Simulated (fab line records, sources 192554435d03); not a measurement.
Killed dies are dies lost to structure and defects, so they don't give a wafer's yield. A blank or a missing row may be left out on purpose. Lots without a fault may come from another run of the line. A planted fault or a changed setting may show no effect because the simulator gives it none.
A struck lot beside a sound one | flow n5_finfet | 15 steps out of a route of 1938
Sound: wafers L928.2, L928.5, L928.6. Struck: wafers L936.3, L936.5, L936.6. The cause comes at the end.
At each step with rows: each side's tool, then ch and its chambers, then its first start. Under that, the readings that differ: sound wafers | struck wafers | difference of the means | sigmas: that difference in standard deviations of wafers without a fault.
alike: readings whose means differ by less than 2 such deviations, and words and numbers that are the same on both sides. not compared: withheld readings, readings that some wafer has no value for, bounds like >300 that may hide the same value, and numbers for which the record gives no deviation and whose values overlap.
The two part at a step that has a row with sigmas, a row that says differs or no value, or rows on one side only. Numbers that don't overlap but have no deviation are shown without sigmas and don't part them. A reading that every wafer of one side lacks parts them only if that side has two wafers or more.

first, 7 steps without rows for these wafers: N5_BEOL_M12_COAT_22 (resist thk 300 nm); N5_BEOL_M12_EBR_24; N5_BEOL_M12_SOFTBAKE_23 (time 60 s); N5_BEOL_M12_EXPOSE_25 (exposes mask M12); N5_BEOL_M12_PEB_26 (peb time 90 s); N5_BEOL_M12_DEVELOP_27 (develop time 45 s); N5_BEOL_M12_HARDBAKE_32 (time 120 s).
N5_BEOL_M12_CD_MEAS_28: target cd 160.2 nm.
  sound on cd_sem-02 ch 0, day 14 03:51; struck on cd_sem-02 ch 0, day 15 14:25
  alike: cd_nm
N5_BEOL_M12_OVL_MEAS_29:
  sound on overlay-01 ch 0, day 14 03:53; struck on overlay-01 ch 0, day 15 14:27
  alike: M12_OVL
N5_BEOL_M12_INSPECT_30: inspects for defects (macro).
  sound on defect_inspect-02, day 14 03:55; struck on defect_inspect-01, day 15 14:28
  alike: raw_defect_count
N5_BEOL_M12_DESCUM_33: chemistry O2, time 7.9 s.
  sound on rie_diel-04 ch 1,2,3, day 14 03:56; struck on rie_diel-04 ch 0,1,3, day 15 14:43
  alike: drypump_motor_current_A, oes_product_au, rf_vpp_V, showerhead_plenum_p_Torr, throttle_valve_pct
  not compared: rf_hours_counter_h
N5_BEOL_M12_ETCH_67: etches SiARC in CF4, target depth 143 nm, time 238.3 s.
  sound on rie_diel-04 ch 1,2,3, day 14 03:58; struck on rie_diel-04 ch 0,1,3, day 15 14:44
  alike: bias_w, drypump_motor_current_A, etch_rf_on_time_s, mfc_ar_sccm, oes_product_au, rf_vpp_V, showerhead_plenum_p_Torr, throttle_valve_pct
  not compared: rf_hours_counter_h
N5_BEOL_M12_ETCH_68: etches SOC in N2/H2, time 285 s.
  sound on rie_diel-04 ch 1,2,3, day 14 04:07; struck on rie_diel-04 ch 0,1,3, day 15 14:53
  reading      | sound             | struck            | difference | sigmas
  bias_w (W)   | 351.5 349.6 348.4 | 335.3 334.1 336.3 | -14.6      | -16
  rf_vpp_V (V) | 523.8 527.7 524.0 | 508.1 509.5 509.8 | -16.0      | -7
  alike: drypump_motor_current_A, oes_product_au, showerhead_plenum_p_Torr, throttle_valve_pct
  not compared: rf_hours_counter_h
then, 1 step without rows for these wafers: N5_BEOL_M12_STRIP_69 (strips in N2/H2).
N5_PASSIVATION_PROBE_49:
  the record has rows for the struck wafers here (prober-01, day 17 08:19) and none for the sound ones

WHERE THEY PART
First at N5_BEOL_M12_ETCH_68; last, within this record, at N5_PASSIVATION_PROBE_49.

WHY: what the simulator had put in
Process parameter drift: rie_diel-04, from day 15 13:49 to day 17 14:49, at N5_BEOL_M12_ETCH_68. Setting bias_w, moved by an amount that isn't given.
